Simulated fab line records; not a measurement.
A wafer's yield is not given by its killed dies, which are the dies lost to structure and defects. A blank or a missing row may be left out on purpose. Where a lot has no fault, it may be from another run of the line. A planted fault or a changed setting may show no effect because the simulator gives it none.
Split-lot trial	flow n5Finfet	7 lots, 21 wafers read, on a route of 1938 steps

== ABOUT THE SPLIT ==
At N5_BEOL_M4_COAT_67 (time 60 s, resist thk 60 nm), the setting spinRpm was moved away from the recipe's 1500 rpm on 7 of the 21 wafers read, by -5.8% to +9.1%. For the rest of the wafers, this setting stayed at what the recipe calls for.

== FROM THE SPLIT TO THE READING: what the file shows between them, 7 steps ==
- N5_BEOL_M4_COAT_68: time 60 s, resist thk 12 nm
- N5_BEOL_M4_COAT_76: time 60 s, resist thk 5 nm
- N5_BEOL_M4_ALD_98: deposits SiO2, target thk 2.5 nm, pulse time 1 s, co reactant pulse time 1 s
- N5_BEOL_M4_ETCHBACK_99: etches SiO2 in CHF3, target depth 5 nm, time 10.4 s
- N5_BEOL_M4_ETCH_70: etches SOC in N2/H2, target depth 80 nm, overetch 24 nm, time 130 s
- N5_BEOL_M4_STRIP_71: strips in N2/H2
- N5_BEOL_M4_STRIP_78: strips in N2/H2

== THE READING ==
SOC_of_BEOL_M4_COAT_67.thkNm (the simulator's own value, which no gauge read), in nm, at N5_BEOL_M4_VIA_ETCH_34 (etches the open film in C4F6/O2, target depth 69.4 nm, time 65.9 s). There is no usual value for it anywhere in the file. Average 51.6 nm, standard deviation 0.18 nm, over the 14 wafers here run with the recipe.

wafer	tool, chamber at the split	spinRpm as run, rpm	against the recipe	SOC_of_BEOL_M4_COAT_67.thkNm, nm	against lot-mates on the recipe
L078.2	lithoTrack-02, 0	1617	+7.8%	49.4	-2.4
L078.3	lithoTrack-02, 0	1500	recipe	51.8	-
L078.4	lithoTrack-02, 0	1500	recipe	51.8	-
L083.4	lithoTrack-02, 0	1500	recipe	51.6	-
L083.6	lithoTrack-02, 0	1500	recipe	51.6	-
L083.5	lithoTrack-02, 0	1500	recipe	51.4	-
L085.2	lithoTrack-02, 0	1500	recipe	51.8	-
L085.3	lithoTrack-02, 0	1413	-5.8%	53.6	+1.9
L085.5	lithoTrack-02, 0	1500	recipe	51.6	-
L089.4	lithoTrack-01, 0	1415	-5.7%	53.8	+2.0
L089.5	lithoTrack-01, 0	1500	recipe	51.8	-
L089.6	lithoTrack-01, 0	1415	-5.7%	53.6	+1.8
L088.1	lithoTrack-02, 0	1500	recipe	51.8	-
L088.2	lithoTrack-02, 0	1500	recipe	51.8	-
L088.3	lithoTrack-02, 0	1500	recipe	51.6	-
L092.2	lithoTrack-01, 0	1500	recipe	51.4	-
L092.3	lithoTrack-01, 0	1500	recipe	51.6	-
L092.6	lithoTrack-01, 0	1500	recipe	51.2	-
L095.2	lithoTrack-02, 0	1636	+9.1%	49.2	no lot-mate on the recipe
L095.5	lithoTrack-02, 0	1636	+9.1%	49.2	no lot-mate on the recipe
L095.3	lithoTrack-02, 0	1636	+9.1%	49	no lot-mate on the recipe

THE FIT
A straight line over all 21 wafers: SOC_of_BEOL_M4_COAT_67.thkNm changes by -0.3 nm for each +1% of spinRpm; r = -0.99; the points scatter about the line by 0.21 nm.
The same after taking each lot's own level away (the mean of its wafers on the recipe; 18 wafers): -0.322 nm for each +1%; r = -0.99; scatter 0.11 nm.
The reading moves by 2.9 nm for the largest change in spinRpm, on that fit.
The span of the lots' own levels, 51.40 to 51.80 nm, comes to 2.2 times the standard deviation stated above.
Consequently the slope shifts little with the lot-to-lot level, the two slopes agreeing.
Check: -2.59 nm against its lot-mates is what the line predicts for one of the wafers moved furthest among these (+7.8%) when that wafer is left out of the fit. Against them it came out at -2.4 nm.

== OTHER SPLITS APPLIED TO THESE WAFERS ==
These wafers also went through other splits before the reading. Each is held against what the fit with the lots' levels taken away leaves over:
other split on the same wafers	wafers away from the commonest value	r with SOC_of_BEOL_M4_COAT_67.thkNm (lot level and that fit taken away)
N5_BEOL_M3_COAT_68 spinRpm	5	-0.28
N5_BEOL_M4_ETCH_64 biasW	6	+0.21

== THE WHOLE CHAIN: every reading that the file lists as answering this split, in the file's order ==
step	what it does	reading	change (the file's fit)	r (the file's)
N5_BEOL_M4_COAT_67	time 60 s, resist thk 60 nm	SOC_of_BEOL_M4_COAT_67.thkNm (the simulator's own value, which no gauge read)	-0.293 nm for each +1% of the setting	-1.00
N5_BEOL_M4_ETCH_70	etches SOC in N2/H2, target depth 80 nm, overetch 24 nm, time 130 s	etch.depthNm (the simulator's own value, which no gauge read)	-0.292 nm for each +1% of the setting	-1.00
N5_BEOL_M4_VIA_ETCH_34	etches the open film in C4F6/O2, target depth 69.4 nm, time 65.9 s	SOC_of_BEOL_M4_COAT_67.thkNm (the simulator's own value, which no gauge read)	-0.32 nm for each +1% of the setting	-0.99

== THE FILE'S OWN FIT ==
SOC_of_BEOL_M4_COAT_67.thkNm changes by -0.32 nm for each +1% of spinRpm, r = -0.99.
